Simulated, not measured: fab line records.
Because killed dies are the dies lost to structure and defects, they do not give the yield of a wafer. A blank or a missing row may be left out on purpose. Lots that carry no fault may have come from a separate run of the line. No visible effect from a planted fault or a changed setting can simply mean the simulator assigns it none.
Struck lot and sound lot, side by side + flow n5 finfet + 27 out of 1938 route steps
Sound: these wafers, L505.1, L505.2, L505.5. Struck: wafers L509.1, L509.2, L509.4. The cause comes at the end.
For every step that has rows: the tool of each side, followed by ch and its chambers, followed by its first start. Under that, the readings that differ: sound wafers + struck wafers + difference of the means + sigmas: that difference in standard deviations of wafers without a fault.
alike: a reading whose means differ by less than 2 such deviations, as well as words and numbers matching on both sides. not compared: withheld readings; readings where some wafer has no value; bounds like >300 that might hide an equal value; numbers whose values overlap and for which the record gives no deviation.
The two part at a step that has a row with sigmas, a row that says differs or no value, or rows on one side only. When numbers do not overlap yet have no deviation, they are printed without sigmas and do not part them. A reading missing from all wafers of one side parts the sides only when that side holds two or more wafers.

first, 1 step without rows for these wafers: N5_BEOL_M6_CMP_52 (polishes, stops on SiCOH lowk, t overpolish 6.9 s, target thk 80 nm).
N5_BEOL_M6_THK_MEAS_53: measures by xrf.
  struck on film metro-01, day 11 06:49; sound on film metro-02, day 10 10:31
  alike: M6_THK
then, 1 step without rows for these wafers: N5_BEOL_M6_PRE_CLEAN_55 (time 15 s).
N5_BEOL_M6_DEP_56: deposits SiCN from 3MS/NH3, target thk 10 nm, time 17.5 s.
  sound on pecvd-04 ch 0,1, day 10 10:35; struck on pecvd-04 ch 0,1,2, day 11 06:52
  alike: showerhead plenum p Torr, throttle valve pct
N5_BEOL_M6_RS_MEAS_57: measurement is done with a four-point probe.
  struck on film metro-01, day 11 06:56; sound on film metro-02, day 10 10:40
  alike: M6_RS
N5_BEOL_M6_INSPECT_58: inspects for defects (darkfield).
  struck on defect inspect-01, day 11 06:58; sound on defect inspect-01, day 10 10:41
  alike: raw defect count
N5_BEOL_M7_ILD_DEP_00: deposits SiCOH lowk from DEMS/porogen, target thk 179.75 nm, time 33.4 s.
  sound on pecvd-04 ch 0,1, day 10 10:44; struck on pecvd-02 ch 0,1,2, day 11 07:00
  alike: heater power w, showerhead plenum p Torr, susceptor temp C, throttle valve pct
N5_BEOL_M7_CURE_74: cures SiCOH lowk, time 240 s.
  sound on uv cure-01 ch 2, day 10 10:49; struck on uv cure-02 ch 2, day 11 07:21
  alike: lamp power pct, wafer_temp_C_max
N5_BEOL_M7_THK_MEAS_01:
  struck on film metro-01, day 11 07:52; sound on film metro-01, day 10 11:20
  alike: M7_ILD_THK
then, 1 step without rows for these wafers: N5_BEOL_M7_PECVD_70 (deposits SiO2 from TEOS/O2, target thk 20 nm, time 22.7 s).
N5_BEOL_M7_HM_DEP_02: deposits TiN, target thk 20 nm.
  struck on pvd sputter-02, day 11 09:26; sound on pvd sputter-02, day 10 13:13
  alike: susceptor temp C, throttle valve pct
then, 1 step without rows for these wafers: N5_BEOL_M7_COAT_59 (time 60 s, resist thk 100 nm).
N5_BEOL_M7_COAT_60: time 60 s, resist thk 35 nm.
  sound on litho track-05 ch 0, day 10 13:21; struck on litho track-05 ch 0, day 11 09:34
| reading                                    | sound                | struck               | difference | sigmas      |
|--------------------------------------------|----------------------|----------------------|------------|-------------|
| spin speed rpm (rpm)                       | 1501.2 1500.7 1500.8 | 1679.2 1678.7 1678.4 | +177.9     | +99 or more |
| model.SiARC_of_BEOL_M7_COAT_60.thk nm (nm) | 35 35.2 35.2         | 32.8 33 32.8         | -2.3       |             |
  alike: heater power total W
then, 6 steps without rows for these wafers: N5_BEOL_M7_COAT_05 (resist thk 90 nm); N5_BEOL_M7_EBR_07; N5_BEOL_M7_SOFTBAKE_06 (time 60 s); N5_BEOL_M7_EXPOSE_08 (exposes mask M7); N5_BEOL_M7_PEB_09 (peb time 60 s); N5_BEOL_M7_DEVELOP_10 (develop time 30 s).
N5_BEOL_M7_CD_MEAS_11: target cd 38.5 nm.
  sound on cd sem-03 ch 0, day 10 13:43; struck on cd sem-02 ch 0, day 11 09:56
  alike: cd nm
N5_BEOL_M7_OVL_MEAS_12:
  sound on overlay-01 ch 0, day 10 13:45; struck on overlay-02 ch 0, day 11 09:58
  alike: M7_OVL
N5_BEOL_M7_INSPECT_13: inspects for defects (brightfield).
  struck on defect inspect-01, day 11 09:59; sound on defect inspect-02, day 10 13:46
  alike: raw defect count
N5_BEOL_M7_DESCUM_16: chemistry O2, time 7.9 s.
  sound on rie diel-06 ch 2,3, day 10 13:49; struck on rie diel-06 ch 0,1,2, day 11 11:38
  alike: drypump motor current A, oes product au, rf vpp V, showerhead plenum p Torr, throttle valve pct
  not compared: rf hours counter h
N5_BEOL_M7_ETCH_61: etches SiARC in CF4, target depth 45.5 nm, time 75.8 s.
  sound on rie diel-06 ch 2,3, day 10 13:50; struck on rie diel-06 ch 0,1,2, day 11 11:41
| reading                                      | sound             | struck           | difference | sigmas |
|----------------------------------------------|-------------------|------------------|------------|--------|
| model.etch.depth nm (nm)                     | 35.02 35.12 35.12 | 32.9 32.96 32.88 | -2.2       |        |
| model.CAR-ArF_of_BEOL_M7_COAT_05.thk nm (nm) | 50.6 50.6 50.6    | 53.2 52.8 52.8   | +2.3       |        |
  alike: drypump motor current A, etch rf on time s, mfc ar sccm, oes product au, rf vpp V, showerhead plenum p Torr, throttle valve pct
  not compared: rf hours counter h
N5_BEOL_M7_ETCH_62: etches SOC in N2/H2, target depth 110 nm, overetch 22 nm, time 165 s.
  sound on rie diel-06 ch 2,3, day 10 13:54; struck on rie diel-06 ch 0,1,2, day 11 11:44
| reading                                    | sound          | struck       | difference | sigmas |
|--------------------------------------------|----------------|--------------|------------|--------|
| model.SiARC_of_BEOL_M7_COAT_60.thk nm (nm) | 28.8 28.4 28.8 | 26.8 26 26.6 | -2.2       |        |
  alike: drypump motor current A, oes product au, rf vpp V, showerhead plenum p Torr, throttle valve pct
  not compared: rf hours counter h
then, 1 step without rows for these wafers: N5_BEOL_M7_STRIP_68 (strips in N2/H2).
-- here the record skips 4 days between the struck wafers' starts before and after, leaving off in module BEOL_M7 and picking up in module PASSIVATION (first step shown: number 1936 of the route) --
N5_PASSIVATION_PROBE_49:
  struck on prober-02, day 15 01:46; sound on prober-01, day 13 22:30
  alike: defect limited yield, killed_at_M0_to_M3, killed_at_M4_up, killed at contacts, killed at front end, killed at other, killed dies, killed open, killed short, sort_bin_4_leakage, sort_bin_5_function, sort_bin_6_memory, sort_bin_8_speed, sort n pass, sort yield pct

== WHERE THEY PART ==
N5_BEOL_M7_COAT_60 only, going by this record. Later steps at which nothing parts them and some readings are alike: N5_BEOL_M7_CD_MEAS_11, N5_BEOL_M7_OVL_MEAS_12, N5_BEOL_M7_INSPECT_13, N5_BEOL_M7_DESCUM_16, N5_BEOL_M7_ETCH_61, N5_BEOL_M7_ETCH_62, N5_PASSIVATION_PROBE_49.

WHY: what had been put in by the simulator
Drift in process parameters on litho track-05 at N5_BEOL_M7_COAT_60, starting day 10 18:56. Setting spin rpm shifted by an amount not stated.
